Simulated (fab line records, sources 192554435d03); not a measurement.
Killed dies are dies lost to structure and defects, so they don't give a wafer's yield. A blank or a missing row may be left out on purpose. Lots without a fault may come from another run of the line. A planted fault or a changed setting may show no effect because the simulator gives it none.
Which tool did it? | flow n5_finfet | 10 lots, 29 wafers sampled, at 5 steps of a route of 1938

WHAT THE GAUGES READ, wafer by wafer
N5_HKMG_FIN_OVL_MEAS_50. Usual: NDIPOLE_OVL 0.0 nm, standard deviation 0.82.
lot  | measured    | on         | NDIPOLE_OVL (nm) | flag
L474 | day 4 07:29 | overlay-02 | 0.0 -0.2 -1.2    |
L475 | day 4 09:11 | overlay-01 | -0.1 0.8 0.3     |
L476 | day 4 15:16 | overlay-01 | -1.0 -0.6        |
L477 | day 5 03:03 | overlay-01 | 0.4 -1.0 -0.7    |
L478 | day 5 07:15 | overlay-02 | -0.5 -0.4 -1.2   |
L483 | day 6 18:43 | overlay-01 | 2.0 1.4 1.3      |
L486 | day 7 07:58 | overlay-02 | -1.2 -0.2 0.4    |
L491 | day 8 10:43 | overlay-02 | -0.5 -1.1 0.5    |
L495 | day 9 10:56 | overlay-01 | 0.3 0.8 0.0      |
L496 | day 9 22:01 | overlay-01 | 0.7 2.0 0.5      |

N5_BEOL_M4_RC_MEAS_101. Usual: DIBL_N 37.7 mV/V, standard deviation 2; DIBL_P 37.7 mV/V, standard deviation 2.3; IOFF_N 0.18 nA/um, standard deviation 0.039; IOFF_P 0.23 nA/um, standard deviation 0.042; ION_N 681 uA/um, standard deviation 12; ION_P 463 uA/um, standard deviation 8; SS_N 71.9 mV/dec, standard deviation 0.68; SS_P 73.6 mV/dec, standard deviation 0.71; VT_N 248 mV, standard deviation 3.2; VT_P -249 mV, standard deviation 3.1; VT_P_LONG -275.9 mV, standard deviation 2.7; VT_P_LVT -98.9 mV, standard deviation 2.8.
lot  | measured     | on        | DIBL_N (mV/V)  | DIBL_P (mV/V)  | IOFF_N (nA/um) | IOFF_P (nA/um) | ION_N (uA/um) | ION_P (uA/um) | SS_N (mV/dec)  | SS_P (mV/dec)  | VT_N (mV)   | VT_P (mV)      | VT_P_LONG (mV)       | VT_P_LVT (mV)       | flag
L474 | day 12 09:55 | prober-01 | 36.0 41.0 37.1 | 33.5 39.8 35.3 | 0.15 0.31 0.17 | 0.17 0.28 0.20 | 683 702 672   | 459 465 459   | 71.5 72.3 71.9 | 73.2 74.6 73.7 | 248 239 247 | -252 -246 -250 | -274.2 -278.0 -276.7 | -103.2 -97.4 -101.3 |
L475 | day 12 01:04 | prober-02 | 42.7 36.7 42.0 | 41.4 34.8 40.6 | 0.26 0.13 0.25 | 0.31 0.18 0.30 | 704 672 707   | 480 465 482   | 73.3 71.3 72.9 | 74.6 72.9 74.4 | 244 254 245 | -245 -254 -247 | -275.7 -274.3 -273.8 | -94.6 -101.4 -94.7  |
L476 | day 12 12:42 | prober-02 | 38.0 37.4      | 37.0 37.3      | 0.19 0.16      | 0.20 0.21      | 692 681       | 462 459       | 71.4 71.2      | 73.3 73.3      | 247 249     | -252 -252      | -279.5 -277.3        | -101.4 -100.9       |
L477 | day 12 14:16 | prober-01 | 36.2 37.5 41.2 | 35.5 38.0 40.8 | 0.13 0.16 0.24 | 0.16 0.20 0.24 | 658 679 677   | 441 457 452   | 72.6 72.2 72.4 | 73.6 72.6 74.0 | 254 251 245 | -256 -254 -250 | -277.4 -277.9 -280.1 | -102.3 -99.1 -98.4  |
L478 | day 12 17:31 | prober-02 | 36.9 40.1 35.0 | 37.8 40.5 34.6 | 0.16 0.25 0.14 | 0.22 0.27 0.18 | 654 685 679   | 455 462 455   | 71.3 73.1 71.2 | 74.1 74.9 73.2 | 252 244 250 | -251 -249 -253 | -274.8 -273.5 -276.0 | -98.0 -95.3 -101.7  |
L483 | day 14 11:06 | prober-02 | 34.1 36.3 34.2 | 34.6 37.9 35.2 | 0.14 0.19 0.16 | 0.18 0.24 0.19 | 668 697 689   | 453 472 470   | 70.5 72.3 71.6 | 72.2 73.2 73.5 | 250 247 247 | -252 -248 -249 | -276.4 -274.2 -276.4 | -101.1 -95.9 -99.1  |
L486 | day 15 17:26 | prober-01 | 34.6 36.4 39.1 | 35.0 37.2 40.1 | 0.14 0.16 0.21 | 0.19 0.22 0.27 | 668 673 685   | 461 461 458   | 70.6 71.1 72.7 | 73.0 73.6 73.4 | 249 251 247 | -250 -251 -248 | -275.0 -276.1 -274.7 | -101.6 -99.8 -97.2  |
L491 | day 16 00:22 | prober-01 | 38.0 37.0 39.6 | 36.7 35.4 38.5 | 0.18 0.16 0.20 | 0.22 0.13 0.24 | 665 677 681   | 457 444 463   | 71.2 71.2 72.0 | 73.7 73.1 74.4 | 248 248 246 | -250 -261 -251 | -274.6 -284.3 -276.8 | -97.9 -109.4 -97.4  |
L495 | day 17 05:06 | prober-02 | 39.4 36.0 38.5 | 38.3 34.0 39.8 | 0.22 0.17 0.22 | 0.26 0.19 0.30 | 685 680 688   | 469 459 471   | 73.2 71.6 71.4 | 73.9 72.8 73.6 | 245 249 244 | -247 -251 -246 | -277.7 -277.0 -277.7 | -96.0 -97.1 -92.3   |
L496 | day 17 18:26 | prober-02 | 36.5 33.3 36.9 | 36.5 31.9 37.3 | 0.16 0.12 0.19 | 0.26 0.17 0.26 | 662 680 686   | 460 463 475   | 71.5 70.8 72.2 | 73.6 73.0 74.0 | 250 248 248 | -245 -251 -246 | -271.7 -269.0 -269.6 | -97.2 -102.5 -96.8  |

WHICH TOOL RAN EACH LOT (tool, then ch and the chambers of the sampled wafers, then the start)
lot  | N5_HKMG_FIN_CVD_62                      | N5_HKMG_FIN_ALD_36                  | N5_HKMG_FIN_PWFM_ALD_03
L474 | thermal_cvd_si-01 ch 0,1,2, day 4 09:16 | ald_metal-02 ch 0,1,2, day 4 09:41  | ald_metal-01 ch 0,1,2, day 4 10:00
L475 | thermal_cvd_si-02 ch 0,1, day 4 10:59   | ald_metal-03 ch 0,1, day 4 11:23    | ald_metal-02 ch 0,1,2, day 4 11:42
L476 | thermal_cvd_si-01 ch 1,2, day 4 17:03   | ald_metal-02 ch 2,3, day 4 17:28    | ald_metal-03 ch 2,3, day 4 17:46
L477 | thermal_cvd_si-02 ch 0,1,2, day 5 04:50 | ald_metal-03 ch 0,1,2, day 5 05:21  | ald_metal-02 ch 0,1,2, day 5 05:40
L478 | thermal_cvd_si-01 ch 0,1,2, day 5 09:19 | ald_metal-01 ch 0,1,3, day 5 09:43  | ald_metal-02 ch 1,2,3, day 5 10:02
L483 | thermal_cvd_si-02 ch 0,1, day 6 20:55   | ald_metal-03 ch 0,1,3, day 6 21:20  | ald_metal-02 ch 1,2,3, day 6 21:39
L486 | thermal_cvd_si-01 ch 1,2, day 7 09:49   | ald_metal-02 ch 2,3, day 7 10:29    | ald_metal-01 ch 0,2,3, day 7 10:49
L491 | thermal_cvd_si-02 ch 0,1,2, day 8 12:29 | ald_metal-02 ch 0,1,2, day 8 12:58  | ald_metal-01 ch 2,3, day 8 13:17
L495 | thermal_cvd_si-02 ch 0,1, day 9 12:44   | ald_metal-01 ch 0,1, day 9 13:08    | ald_metal-03 ch 0,1,3, day 9 13:27
L496 | thermal_cvd_si-01 ch 0,2, day 9 23:59   | ald_metal-02 ch 0,1,3, day 10 00:23 | ald_metal-03 ch 0,2,3, day 10 00:42
- N5_HKMG_FIN_CVD_62: deposits a-Si from Si2H6, target thk 3 nm, time 20.8 s.
- N5_HKMG_FIN_ALD_36: deposits TiN, target thk 1 nm, pulse time 1 s, purge time 3 s.
- N5_HKMG_FIN_PWFM_ALD_03: deposits TiN, target thk 2 nm, pulse time 1 s, purge time 3 s.

WHAT THE TOOLS THEMSELVES READ (means of the sampled wafers that have a number; where no wafer has one, the mark that the record gives instead)
N5_HKMG_FIN_CVD_62. Usual: heater_power_w 1434 W, standard deviation 170.
lot  | tool              | heater_power_w (W) | flag
L474 | thermal_cvd_si-01 | 1487               |
L475 | thermal_cvd_si-02 | 1221               |
L476 | thermal_cvd_si-01 | 1448               |
L477 | thermal_cvd_si-02 | 1392               |
L478 | thermal_cvd_si-01 | 1459               |
L483 | thermal_cvd_si-02 | 1250               |
L486 | thermal_cvd_si-01 | 1484               |
L491 | thermal_cvd_si-02 | 1385               |
L495 | thermal_cvd_si-02 | 1433               |
L496 | thermal_cvd_si-01 | 1501               |

N5_HKMG_FIN_ALD_36. Usual: heater_power_w 884 W, standard deviation 93; precursor_pulse_height_rel 0.998, standard deviation 0.019.
lot  | tool         | heater_power_w (W) | precursor_pulse_height_rel | flag
L474 | ald_metal-02 | 854                | 1.013                      |
L475 | ald_metal-03 | 839                | 1.018                      |
L476 | ald_metal-02 | 908                | 1.004                      |
L477 | ald_metal-03 | 841                | 1.008                      |
L478 | ald_metal-01 | 911                | 1.000                      |
L483 | ald_metal-03 | 910                | 0.995                      |
L486 | ald_metal-02 | 905                | 0.993                      |
L491 | ald_metal-02 | 861                | 0.992                      |
L495 | ald_metal-01 | 930                | 1.004                      |
L496 | ald_metal-02 | 875                | 1.011                      |

N5_HKMG_FIN_PWFM_ALD_03. Usual: heater_power_w 883 W, standard deviation 88; precursor_pulse_height_rel 1.000, standard deviation 0.02.
lot  | tool         | heater_power_w (W) | precursor_pulse_height_rel | flag
L474 | ald_metal-01 | 878                | 1.009                      |
L475 | ald_metal-02 | 851                | 1.004                      |
L476 | ald_metal-03 | 890                | 0.997                      |
L477 | ald_metal-02 | 845                | 0.970                      |
L478 | ald_metal-02 | 915                | 0.996                      |
L483 | ald_metal-02 | 926                | 1.013                      |
L486 | ald_metal-01 | 850                | 0.992                      |
L491 | ald_metal-01 | 870                | 1.008                      |
L495 | ald_metal-03 | 914                | 0.999                      |
L496 | ald_metal-03 | 910                | 1.001                      |

THE ANSWER, worked out from the rows above alone
Rule: a lot is off if the mean of its wafers that have a number lies more than 3 standard deviations from the usual mean. A lot without any number at a reading at which 4 lots or more have one is off too. The other lots that the step has rows for count as sound. The gauges are gone through in route order, then the tools' own readings, and for those a lot's mean is taken as printed above. The first step at which some lot is off is used, and at that step the reading that is off furthest; a lot without a number counts as furthest.
No lot is off at any reading shown: from this, nothing can be told.

WHAT THE SIMULATOR HAD PUT IN
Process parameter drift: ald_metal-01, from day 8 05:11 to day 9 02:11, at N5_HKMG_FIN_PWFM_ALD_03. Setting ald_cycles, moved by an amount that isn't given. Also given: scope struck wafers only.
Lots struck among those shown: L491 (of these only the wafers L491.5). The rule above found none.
